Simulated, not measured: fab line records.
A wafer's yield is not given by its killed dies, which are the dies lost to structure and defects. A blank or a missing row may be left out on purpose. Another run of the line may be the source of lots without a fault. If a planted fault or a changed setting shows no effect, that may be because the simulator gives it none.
Which of the tools did it?	flow n5Finfet	24 lots, 72 wafers sampled, at 6 steps of a route of 1938

== WHAT THE GAUGES READ, wafer by wafer ==
N5_BEOL_M3_CD_MEAS_18: pitch 36 nm, target cd 18 nm. Usual: cdNm 17.9 nm, standard deviation 0.42.
lot	measured	on	cdNm (nm)	flag
L074	day 7 01:58	cdSem-02	18.3 18.2 17.4	
L075	day 7 14:32	cdSem-03	17.9 18.7 18.1	
L077	day 7 15:59	cdSem-01	17.3 17.4 17.9	
L076	day 8 04:40	cdSem-01	18.7 18.4 18.2	
L078	day 8 07:20	cdSem-03	18.3 17.4 17.8	
L079	day 8 08:17	cdSem-01	18.1 17.7 18.0	
L080	day 8 10:56	cdSem-03	18.0 18.3 18.2	
L081	day 8 15:22	cdSem-01	18.1 17.5 18.3	
L082	day 9 05:44	cdSem-01	17.6 17.9 17.7	
L083	day 9 05:54	cdSem-02	17.4 17.9 17.4	
L084	day 9 13:07	cdSem-02	18.6 18.2 18.3	
L085	day 10 09:25	cdSem-01	18.3 18.1 18.3	
L086	day 10 11:46	cdSem-02	17.5 18.0 18.1	
L088	day 10 22:55	cdSem-02	18.1 18.1 17.9	
L087	day 11 11:58	cdSem-01	18.4 17.8 17.3	
L089	day 11 16:30	cdSem-02	17.3 17.6 17.3	
L090	day 11 16:43	cdSem-03	18.4 18.2 18.2	
L091	day 11 23:43	cdSem-02	18.0 17.5 17.7	
L092	day 12 05:22	cdSem-03	18.3 18.3 17.9	
L093	day 12 19:07	cdSem-03	16.5 17.3 17.0	
L095	day 12 14:54	cdSem-03	18.0 17.1 17.6	
L094	day 13 02:31	cdSem-02	18.5 18.7 18.5	
L096	day 13 07:26	cdSem-01	18.1 18.5 17.5	
L097	day 13 00:38	cdSem-01	17.6 18.1 17.4	

== WHAT TOOL EACH LOT RAN ON (gives the tool, then ch and the chambers of the sampled wafers, and finally the start) ==
lot	N5_BEOL_M2_STRIP_19	N5_BEOL_M2_SURFACE_TREAT_85	N5_BEOL_M2_ANNEAL_87	N5_BEOL_M2_PRE_CLEAN_60	N5_BEOL_M3_HM_DEP_02
L074	rieDiel-04 ch 0,2, day 6 14:56	pvdSputter-01, day 6 21:07	pvdSputter-03, day 6 22:05	cvdCo-02 ch 0,1,2, day 6 23:56	pvdSputter-01, day 7 00:56
L075	rieDiel-06 ch 0,1,2, day 7 02:01	pvdSputter-03, day 7 06:36	pvdSputter-01, day 7 09:04	cvdCo-01 ch 0,2, day 7 11:07	pvdSputter-01, day 7 13:16
L077	rieDiel-06 ch 0,2,3, day 7 05:38	pvdSputter-03, day 7 10:59	pvdSputter-03, day 7 12:10	cvdCo-02 ch 0,2, day 7 14:00	pvdSputter-01, day 7 14:29
L076	rieDiel-04 ch 0,1,2, day 7 15:03	pvdSputter-03, day 7 22:05	pvdSputter-03, day 7 23:02	cvdCo-02 ch 0,2, day 8 00:55	pvdSputter-03, day 8 03:43
L078	rieDiel-04 ch 1,3, day 7 16:26	pvdSputter-02, day 8 01:20	pvdSputter-03, day 8 02:20	cvdCo-01 ch 1,2, day 8 04:12	pvdSputter-01, day 8 06:08
L079	rieDiel-04 ch 1,3, day 7 17:55	pvdSputter-01, day 8 03:59	pvdSputter-01, day 8 04:58	cvdCo-01 ch 0,1, day 8 06:49	pvdSputter-03, day 8 07:19
L080	rieDiel-05 ch 0,2,3, day 7 21:49	pvdSputter-03, day 8 04:52	pvdSputter-03, day 8 05:49	cvdCo-02 ch 0,2, day 8 07:40	pvdSputter-01, day 8 09:40
L081	rieDiel-05 ch 1,2, day 8 06:20	pvdSputter-03, day 8 11:07	pvdSputter-03, day 8 12:05	cvdCo-01 ch 0,1,2, day 8 13:58	pvdSputter-01, day 8 14:25
L082	rieDiel-05 ch 0,2,3, day 8 18:13	pvdSputter-02, day 9 00:40	pvdSputter-03, day 9 01:43	cvdCo-01 ch 0,1,2, day 9 03:40	pvdSputter-03, day 9 04:40
L083	rieDiel-05 ch 0,2,3, day 8 19:02	pvdSputter-03, day 9 00:56	pvdSputter-01, day 9 01:57	cvdCo-01 ch 0,1,2, day 9 03:49	pvdSputter-02, day 9 04:52
L084	rieDiel-05 ch 0,2, day 9 04:25	pvdSputter-02, day 9 07:44	pvdSputter-02, day 9 08:43	cvdCo-01 ch 0,1, day 9 10:38	pvdSputter-03, day 9 11:07
L085	rieDiel-05 ch 0,2,3, day 9 11:08	pvdSputter-03, day 10 04:13	pvdSputter-03, day 10 05:14	cvdCo-01 ch 0,2, day 10 07:05	pvdSputter-01, day 10 08:25
L086	rieDiel-05 ch 0,1, day 9 11:55	pvdSputter-03, day 10 04:26	pvdSputter-03, day 10 07:05	cvdCo-02 ch 0,2, day 10 09:01	pvdSputter-03, day 10 10:43
L088	rieDiel-06 ch 1,2,3, day 10 09:38	pvdSputter-03, day 10 17:19	pvdSputter-03, day 10 18:32	cvdCo-02 ch 0,1,2, day 10 20:23	pvdSputter-03, day 10 21:50
L087	rieDiel-06 ch 2,3, day 10 11:46	pvdSputter-02, day 11 07:05	pvdSputter-02, day 11 08:13	cvdCo-01 ch 1,2, day 11 10:03	pvdSputter-03, day 11 10:56
L089	rieDiel-06 ch 0,2, day 10 15:01	pvdSputter-03, day 11 10:48	pvdSputter-02, day 11 11:47	cvdCo-01 ch 0,1,2, day 11 13:38	pvdSputter-02, day 11 15:25
L090	rieDiel-04 ch 0,2, day 10 17:26	pvdSputter-03, day 11 11:10	pvdSputter-03, day 11 12:13	cvdCo-02 ch 0,1,2, day 11 14:05	pvdSputter-03, day 11 15:29
L091	rieDiel-06 ch 0,1,3, day 11 05:53	pvdSputter-03, day 11 16:35	pvdSputter-02, day 11 18:58	cvdCo-01 ch 0,1, day 11 20:49	pvdSputter-03, day 11 22:38
L092	rieDiel-05 ch 0,2, day 11 11:43	pvdSputter-02, day 11 23:20	pvdSputter-02, day 12 00:19	cvdCo-02 ch 1,2, day 12 02:10	pvdSputter-02, day 12 04:23
L093	rieDiel-05 ch 1,2, day 11 22:13	pvdSputter-02, day 12 13:49	pvdSputter-02, day 12 14:48	cvdCo-02 ch 1,2, day 12 16:47	pvdSputter-01, day 12 17:50
L095	rieDiel-04 ch 0,1,2, day 12 01:06	pvdSputter-01, day 12 08:49	pvdSputter-02, day 12 10:12	cvdCo-02 ch 1,2, day 12 12:03	pvdSputter-02, day 12 13:58
L094	rieDiel-04 ch 0,1,2, day 12 05:12	pvdSputter-02, day 12 20:02	pvdSputter-02, day 12 21:02	cvdCo-01 ch 1,2, day 12 22:56	pvdSputter-02, day 13 01:34
L096	rieDiel-05 ch 0,1,2, day 12 10:02	pvdSputter-01, day 12 23:37	pvdSputter-01, day 13 00:37	cvdCo-01 ch 0,1,2, day 13 02:41	pvdSputter-01, day 13 06:27
L097	rieDiel-04 ch 0,1,2, day 12 11:49	pvdSputter-02, day 12 19:29	pvdSputter-03, day 12 20:28	cvdCo-02 ch 0,1, day 12 22:19	pvdSputter-01, day 12 23:41
- N5_BEOL_M2_STRIP_19: strips in O2.
- N5_BEOL_M2_SURFACE_TREAT_85
- N5_BEOL_M2_ANNEAL_87: time 240 s.
- N5_BEOL_M2_PRE_CLEAN_60: time 15 s.
- N5_BEOL_M3_HM_DEP_02: deposits TiN, target thk 20 nm.

== WHAT THE TOOLS THEMSELVES READ (means of the sampled wafers that have a number; where no wafer has one, the mark that the record gives instead) ==
N5_BEOL_M2_STRIP_19. Usual: drypumpMotorCurrentA 5.7 A, standard deviation 0.37; oesProductAu 0.81 a.u., standard deviation 0.095; rfVppV 3.7 V, standard deviation 0.47; showerheadPlenumPTorr 2.13 Torr, standard deviation 0.061; throttleValvePct 16.64 %, standard deviation 0.22.
lot	tool	drypumpMotorCurrentA (A)	oesProductAu (a.u.)	rfVppV (V)	showerheadPlenumPTorr (Torr)	throttleValvePct (%)	flag
L074	rieDiel-04	5.6	0.78	3.7	2.20	16.87	
L075	rieDiel-06	6.1	0.78	3.1	2.10	16.64	
L077	rieDiel-06	5.8	0.87	3.7	2.10	16.50	
L076	rieDiel-04	5.5	0.74	4.1	2.18	16.90	
L078	rieDiel-04	5.3	0.73	3.5	2.10	16.89	
L079	rieDiel-04	5.4	0.72	3.7	2.10	16.88	
L080	rieDiel-05	5.7	0.79	3.6	2.11	16.67	
L081	rieDiel-05	5.8	0.81	3.2	2.18	16.55	
L082	rieDiel-05	5.7	0.79	3.7	2.10	16.69	
L083	rieDiel-05	5.7	0.79	3.8	2.10	16.68	
L084	rieDiel-05	5.5	0.81	4.2	2.15	16.65	
L085	rieDiel-05	5.7	0.79	3.2	2.10	16.70	
L086	rieDiel-05	5.9	0.89	3.7	2.12	16.44	
L088	rieDiel-06	6.2	0.89	3.3	2.14	16.36	
L087	rieDiel-06	5.9	0.87	3.8	2.13	16.36	
L089	rieDiel-06	6.1	0.81	3.7	2.10	16.63	
L090	rieDiel-04	5.7	0.84	3.7	2.19	16.74	
L091	rieDiel-06	5.8	0.82	3.4	2.08	16.45	
L092	rieDiel-05	5.5	0.82	3.7	2.10	16.64	
L093	rieDiel-05	5.8	0.78	3.6	2.17	16.63	
L095	rieDiel-04	5.5	0.88	3.6	2.17	16.63	
L094	rieDiel-04	5.5	0.87	3.7	2.17	16.63	
L096	rieDiel-05	5.7	0.81	3.8	2.12	16.59	
L097	rieDiel-04	5.6	0.87	3.6	2.17	16.65	

N5_BEOL_M2_SURFACE_TREAT_85. Usual: arFlowSccm 30.00 sccm, standard deviation 0.085.
lot	tool	arFlowSccm (sccm)	flag
L074	pvdSputter-01	30.04	
L075	pvdSputter-03	30.12	
L077	pvdSputter-03	30.01	
L076	pvdSputter-03	30.07	
L078	pvdSputter-02	29.92	
L079	pvdSputter-01	30.03	
L080	pvdSputter-03	29.97	
L081	pvdSputter-03	30.04	
L082	pvdSputter-02	29.94	
L083	pvdSputter-03	30.09	
L084	pvdSputter-02	29.93	
L085	pvdSputter-03	30.03	
L086	pvdSputter-03	29.98	
L088	pvdSputter-03	30.02	
L087	pvdSputter-02	30.05	
L089	pvdSputter-03	30.01	
L090	pvdSputter-03	30.11	
L091	pvdSputter-03	29.98	
L092	pvdSputter-02	30.03	
L093	pvdSputter-02	30.04	
L095	pvdSputter-01	30.05	
L094	pvdSputter-02	29.99	
L096	pvdSputter-01	29.96	
L097	pvdSputter-02	29.93	

N5_BEOL_M2_ANNEAL_87. Usual: heaterPowerW 827 W, standard deviation 57.
lot	tool	heaterPowerW (W)	flag
L074	pvdSputter-03	816	
L075	pvdSputter-01	778	
L077	pvdSputter-03	818	
L076	pvdSputter-03	817	
L078	pvdSputter-03	816	
L079	pvdSputter-01	788	
L080	pvdSputter-03	807	
L081	pvdSputter-03	822	
L082	pvdSputter-03	850	
L083	pvdSputter-01	789	
L084	pvdSputter-02	888	
L085	pvdSputter-03	822	
L086	pvdSputter-03	841	
L088	pvdSputter-03	815	
L087	pvdSputter-02	842	
L089	pvdSputter-02	890	
L090	pvdSputter-03	813	
L091	pvdSputter-02	822	
L092	pvdSputter-02	828	
L093	pvdSputter-02	837	
L095	pvdSputter-02	820	
L094	pvdSputter-02	832	
L096	pvdSputter-01	768	
L097	pvdSputter-03	819	

N5_BEOL_M2_PRE_CLEAN_60. Usual: heaterPowerW 90 W, standard deviation 20.
lot	tool	heaterPowerW (W)	flag
L074	cvdCo-02	85	
L075	cvdCo-01	104	
L077	cvdCo-02	105	
L076	cvdCo-02	107	
L078	cvdCo-01	92	
L079	cvdCo-01	80	
L080	cvdCo-02	106	
L081	cvdCo-01	92	
L082	cvdCo-01	91	
L083	cvdCo-01	93	
L084	cvdCo-01	93	
L085	cvdCo-01	105	
L086	cvdCo-02	107	
L088	cvdCo-02	87	
L087	cvdCo-01	95	
L089	cvdCo-01	94	
L090	cvdCo-02	89	
L091	cvdCo-01	92	
L092	cvdCo-02	68	
L093	cvdCo-02	70	
L095	cvdCo-02	78	
L094	cvdCo-01	95	
L096	cvdCo-01	95	
L097	cvdCo-02	97	

N5_BEOL_M3_HM_DEP_02. Usual: throttleValvePct 30.2 %, standard deviation 0.98.
lot	tool	throttleValvePct (%)	flag
L074	pvdSputter-01	30.7	
L075	pvdSputter-01	30.8	
L077	pvdSputter-01	30.6	
L076	pvdSputter-03	30.2	
L078	pvdSputter-01	29.9	
L079	pvdSputter-03	29.8	
L080	pvdSputter-01	29.9	
L081	pvdSputter-01	30.7	
L082	pvdSputter-03	30.2	
L083	pvdSputter-02	29.9	
L084	pvdSputter-03	30.3	
L085	pvdSputter-01	29.7	
L086	pvdSputter-03	30.6	
L088	pvdSputter-03	29.8	
L087	pvdSputter-03	30.4	
L089	pvdSputter-02	30.5	
L090	pvdSputter-03	30.3	
L091	pvdSputter-03	30.5	
L092	pvdSputter-02	30.5	
L093	pvdSputter-01	30.8	
L095	pvdSputter-02	30.5	
L094	pvdSputter-02	31.0	
L096	pvdSputter-01	30.2	
L097	pvdSputter-01	29.1	

== THE ANSWER, worked out from the rows above alone ==
Rule: a lot is off if the mean of its wafers that have a number lies more than 3 standard deviations from the usual mean. Also off: a lot with no number at a reading for which 4 or more lots have one. The other lots that the step has rows for count as sound. After the gauges, taken in route order, come the tools' own readings; for these a lot's mean is taken, as printed above. The first step at which some lot is off is used, and at that step the reading that is off furthest; a lot without a number counts as furthest.
No lot is off on any of the readings shown, so nothing can be concluded from this.

== WHAT THE SIMULATOR PUT IN ==
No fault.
